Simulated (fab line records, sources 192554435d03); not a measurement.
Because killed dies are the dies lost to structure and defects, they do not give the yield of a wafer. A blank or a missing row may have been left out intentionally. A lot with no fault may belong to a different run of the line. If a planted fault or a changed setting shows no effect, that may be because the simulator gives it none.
The tool behind it: which one? + flow n5Finfet + 11 lots, 33 wafers sampled, at 4 steps of a route of 1938

WHAT THE GAUGES SHOWED, per wafer
N5_BEOL_M6_CD_MEAS_28: the cd target is 40 nm.
| lot  | measured     | on       | cdNm (nm)         |
|------|--------------|----------|-------------------|
| L775 | day 8 08:39  | cdSem-02 | 40.05 39.83 39.86 |
| L777 | day 9 03:19  | cdSem-02 | 40.29 40.26 40.26 |
| L778 | day 9 11:53  | cdSem-02 | 40.46 41.05 40.84 |
| L789 | day 13 00:28 | cdSem-01 | 40.02 40.56 40.21 |
| L791 | day 13 00:50 | cdSem-02 | 40.32 40.72 40.12 |
| L790 | day 13 03:12 | cdSem-01 | 39.35 39.68 39.59 |
| L792 | day 13 06:22 | cdSem-03 | 40.13 39.80 39.93 |
| L794 | day 13 15:52 | cdSem-03 | 39.91 40.43 40.31 |
| L793 | day 14 02:03 | cdSem-03 | 40.06 40.00 39.66 |
| L796 | day 14 16:20 | cdSem-02 | 40.14 40.14 40.49 |
| L797 | day 15 00:02 | cdSem-01 | 40.22 39.78 40.31 |

N5_BEOL_M6_OVL_MEAS_29.
| lot  | measured     | on         | V5_OVL (nm)    |
|------|--------------|------------|----------------|
| L775 | day 8 08:41  | overlay-01 | 1.6 2.1 0.6    |
| L777 | day 9 03:21  | overlay-01 | -0.5 0.1 -0.5  |
| L778 | day 9 11:55  | overlay-01 | 1.6 0.2 1.2    |
| L789 | day 13 00:30 | overlay-02 | 0.1 1.2 -0.2   |
| L791 | day 13 00:53 | overlay-01 | -1.8 -1.3 -1.0 |
| L790 | day 13 03:14 | overlay-01 | -1.0 0.7 0.4   |
| L792 | day 13 06:24 | overlay-02 | 0.1 0.1 -0.6   |
| L794 | day 13 15:53 | overlay-02 | 0.1 -0.4 -0.6  |
| L793 | day 14 02:05 | overlay-01 | -1.0 0.8 -0.3  |
| L796 | day 14 16:23 | overlay-01 | -0.3 1.9 0.8   |
| L797 | day 15 00:04 | overlay-02 | 1.6 2.3 2.0    |

EACH LOT AND THE TOOL THAT RAN IT (in order: tool; ch and the chambers of the sampled wafers; start)
| lot  | N5_BEOL_M6_ILD_DEP_00           | N5_BEOL_M6_EXPOSE_25             |
|------|---------------------------------|----------------------------------|
| L775 | pecvd-01 ch 1,2, day 8 05:28    | euvScanner-02 ch 0, day 8 08:32  |
| L777 | pecvd-01 ch 1, day 9 00:09      | euvScanner-02 ch 0, day 9 03:11  |
| L778 | pecvd-04 ch 0,1, day 9 05:25    | euvScanner-02 ch 0, day 9 11:45  |
| L789 | pecvd-04 ch 1,2, day 12 16:36   | euvScanner-01 ch 0, day 13 00:20 |
| L791 | pecvd-04 ch 1,2, day 12 20:41   | euvScanner-01 ch 0, day 13 00:43 |
| L790 | pecvd-04 ch 0,1, day 12 22:34   | euvScanner-02 ch 0, day 13 03:04 |
| L792 | pecvd-02 ch 0,1,2, day 13 02:19 | euvScanner-02 ch 0, day 13 06:14 |
| L794 | pecvd-01 ch 0,1,2, day 13 12:53 | euvScanner-01 ch 0, day 13 15:44 |
| L793 | pecvd-04 ch 0,1,2, day 13 22:05 | euvScanner-02 ch 0, day 14 01:55 |
| L796 | pecvd-04 ch 1,2, day 14 07:22   | euvScanner-02 ch 0, day 14 16:13 |
| L797 | pecvd-01 ch 0,1,2, day 14 19:11 | euvScanner-02 ch 0, day 14 23:54 |
- N5_BEOL_M6_ILD_DEP_00: deposits SiCOH lowk from DEMS/porogen, target thk 179.75 nm, time 33.4 s.
- N5_BEOL_M6_EXPOSE_25: exposes mask V5, target cd 40 nm.

WHAT THE TOOLS THEMSELVES READ (means of the sampled wafers that have a number; where no wafer has one, the mark that the record gives instead)
N5_BEOL_M6_ILD_DEP_00.
| lot  | tool     | heaterPowerOuterW (W) | heaterPowerW (W) | showerheadPlenumPTorr (Torr) | susceptorTempC (C) | throttleValvePct (%) |
|------|----------|-----------------------|------------------|------------------------------|--------------------|----------------------|
| L775 | pecvd-01 | 208                   | 418              | 5.723                        | 300.05             | 14.1                 |
| L777 | pecvd-01 | 176                   | 365              | 5.715                        | 299.98             | 13.9                 |
| L778 | pecvd-04 | 131                   | 288              | 5.735                        | 300.12             | 14.0                 |
| L789 | pecvd-04 | 142                   | 287              | 5.736                        | 299.94             | 13.3                 |
| L791 | pecvd-04 | 153                   | 307              | 5.747                        | 299.99             | 13.1                 |
| L790 | pecvd-04 | 112                   | 258              | 5.739                        | 300.00             | 14.1                 |
| L792 | pecvd-02 | 117                   | 272              | 5.750                        | 300.08             | 13.6                 |
| L794 | pecvd-01 | 166                   | 352              | 5.710                        | 300.02             | 13.8                 |
| L793 | pecvd-04 | 145                   | 319              | 5.735                        | 300.05             | 14.0                 |
| L796 | pecvd-04 | 140                   | 291              | 5.738                        | 299.97             | 13.2                 |
| L797 | pecvd-01 | 171                   | 358              | 5.716                        | 300.04             | 13.9                 |

THE ANSWER, worked out from the rows above alone
Rule: the lots themselves supply what counts as usual. Put in order of their means at a reading, lots are off if they are a third of the lots or fewer, leave a main group of 4 or more, and stand apart from it by a gap of 3 or more times the standard deviation of the main group's means; of several such gaps the widest counts. Not used: any main group whose means are identical at the precision the tables above print for the reading. A lot without any number at a reading at which 4 lots or more have one is off too. Any other lot the step has rows for is counted as sound. Order of review: gauges by route order, followed by the tools' own readings, for which a lot's mean as printed above is used. At the first step where some lot is off, the reading lying furthest off is the one used; lots without a number count as furthest.
Across all readings shown, no lot is off: no conclusion can be drawn from this.

WHAT THE SIMULATOR PUT IN
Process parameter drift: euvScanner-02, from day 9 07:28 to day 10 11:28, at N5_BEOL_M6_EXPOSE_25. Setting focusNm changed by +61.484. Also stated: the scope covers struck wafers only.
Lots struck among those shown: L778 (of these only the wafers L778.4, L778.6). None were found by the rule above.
